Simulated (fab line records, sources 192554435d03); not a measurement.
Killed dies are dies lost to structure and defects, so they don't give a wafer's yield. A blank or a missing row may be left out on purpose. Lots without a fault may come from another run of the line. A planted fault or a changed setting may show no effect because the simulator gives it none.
Chamber matching | flow n5_finfet | N5_BEOL_M0_SAQP_STRIP_108 on rie_diel-02: 4 sister chambers
The step strips in N2/H2. 22 wafers are shown with their chamber, then 11 later ones without.

WAFERS WITH THEIR CHAMBER
wafer  | chamber | showerhead_plenum_p_Torr (Torr) | drypump_motor_current_A (A) | throttle_valve_pct (%)
L076.3 | 3       | 3.20                            | 4.9                         | 19.1
L076.5 | 3       | 3.20                            | 4.9                         | 19.0
L076.6 | 2       | 3.38                            | 5.9                         | 19.4
L077.2 | 3       | 3.20                            | 4.9                         | 19.1
L077.4 | 1       | 3.31                            | 6.4                         | 18.7
L077.5 | 0       | 3.47                            | 5.7                         | 19.3
L078.1 | 0       | 3.47                            | 5.8                         | 19.4
L078.3 | 2       | 3.38                            | 5.9                         | 19.4
L078.4 | 1       | 3.31                            | 6.4                         | 18.7
L080.2 | 1       | 3.30                            | 6.4                         | 18.7
L080.3 | 3       | 3.20                            | 4.9                         | 19.1
L080.6 | 2       | 3.37                            | 5.9                         | 19.4
L081.3 | 0       | 3.46                            | 5.7                         | 19.4
L081.5 | 1       | 3.30                            | 6.3                         | 18.7
L081.6 | 2       | 3.37                            | 5.9                         | 19.4
L082.4 | 1       | 3.30                            | 6.3                         | 18.7
L082.5 | 2       | 3.37                            | 5.9                         | 19.4
L082.6 | 3       | 3.20                            | 4.9                         | 19.1
L085.2 | 1       | 3.30                            | 6.4                         | 18.7
L085.3 | 2       | 3.37                            | 5.9                         | 19.4
L085.5 | 1       | 3.30                            | 6.3                         | 18.7
L084.3 | 2       | 3.37                            | 5.8                         | 19.4

SIGNATURES (means of the wafers above)
reading                  | chamber 0 | chamber 1 | chamber 2 | chamber 3 | scatter within a chamber
showerhead_plenum_p_Torr | 3.4667    | 3.3029    | 3.3729    | 3.2000    | 0.00442
drypump_motor_current_A  | 5.733     | 6.357     | 5.886     | 4.900     | 0.0424
throttle_valve_pct       | 19.367    | 18.700    | 19.400    | 19.080    | 0.0285
Rule: a wafer's distance from a chamber is the root of the sum, over the readings, of the square of ((its reading less the chamber's mean) divided by the reading's scatter). The wafer belongs to the nearest chamber; if the next one is less than 2 further off, it can't be placed. The scatter: the root of (the sum of the squares of (reading less its chamber's mean) over the shown wafers, divided by (wafers less chambers)).

WAFERS WITHOUT THEIR CHAMBER
wafer  | showerhead_plenum_p_Torr (Torr) | drypump_motor_current_A (A) | throttle_valve_pct (%)
L084.4 | 3.19                            | 4.9                         | 19.1
L084.5 | 3.37                            | 5.9                         | 19.4
L091.3 | 3.36                            | 5.9                         | 19.4
L091.5 | 3.19                            | 4.9                         | 19.1
L091.6 | 3.46                            | 5.7                         | 19.0
L096.1 | 3.29                            | 6.4                         | 18.3
L096.2 | 3.36                            | 5.9                         | 19.5
L096.5 | 3.36                            | 5.9                         | 19.5
L097.2 | 3.29                            | 6.4                         | 18.4
L097.3 | 3.45                            | 5.7                         | 19.0
L097.5 | 3.18                            | 4.9                         | 19.1

WHICH CHAMBER EACH WENT THROUGH
wafer  | from the rows above | in truth
L084.4 | 3                   | 3
L084.5 | 2                   | 2
L091.3 | 2                   | 2
L091.5 | 3                   | 3
L091.6 | 0                   | 0
L096.1 | 1                   | 1
L096.2 | 2                   | 2
L096.5 | 2                   | 2
L097.2 | 1                   | 1
L097.3 | 0                   | 0
L097.5 | 3                   | 3
Placed correctly: 11 of 11. Can't be placed from these rows: 0. Placed wrongly: 0.
